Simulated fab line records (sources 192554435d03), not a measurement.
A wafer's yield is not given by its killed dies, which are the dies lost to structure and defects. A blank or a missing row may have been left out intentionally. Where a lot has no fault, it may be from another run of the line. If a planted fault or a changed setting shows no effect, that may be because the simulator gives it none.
Chamber matching | flow n5 finfet | 4 sister chambers for N5_HKMG_FIN_ETCH_67 on rie diel-05
The step etches SOC in N2/H2, stops on TiN, target depth 388.9 nm. 4 wafers are shown with their chamber, then 12 later ones without.

== WAFERS, EACH WITH ITS CHAMBER ==
wafer  | chamber | drypump motor current A (A)
L092.2 | 3       | 5.7
L092.4 | 2       | 5.1
L092.5 | 1       | 5.7
L092.6 | 0       | 6.6

== WAFERS WHOSE CHAMBER IS MISSING ==
wafer  | drypump motor current A (A)
L093.3 | 5.7
L093.5 | 6.6
L093.6 | 5.8
L094.1 | 5.7
L094.2 | 5.1
L094.3 | 5.7
L094.4 | 6.6
L094.5 | 5.1
L094.6 | 5.7
L096.4 | 6.6
L096.5 | 5.7
L096.6 | 5.1

== WHICH CHAMBER EACH WENT THROUGH ==
wafer  | from the rows above     | in truth
L093.3 | can't be placed: 1 or 3 | 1
L093.5 | 0                       | 0
L093.6 | can't be placed: 1 or 3 | 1
L094.1 | can't be placed: 1 or 3 | 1
L094.2 | 2                       | 2
L094.3 | can't be placed: 1 or 3 | 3
L094.4 | 0                       | 0
L094.5 | 2                       | 2
L094.6 | can't be placed: 1 or 3 | 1
L096.4 | 0                       | 0
L096.5 | can't be placed: 1 or 3 | 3
L096.6 | 2                       | 2
Correctly placed: 6 of 12. These rows do not allow placing 6 (true chamber among the candidates in 6). 0 placed wrongly.
How it was worked out, from the rows above alone: a wafer's distance from a chamber is the root of the sum, over the readings, of the square of ((its reading less the chamber's mean) divided by the reading's scatter). If the next closest chamber is less than 2 further off than the closest, the wafer can't be placed; otherwise it belongs to the closest. A chamber's mean is the mean of its shown wafers. The scatter: root of mean squared gap, hidden wafer to nearest shown wafer, with one shown wafer a chamber.
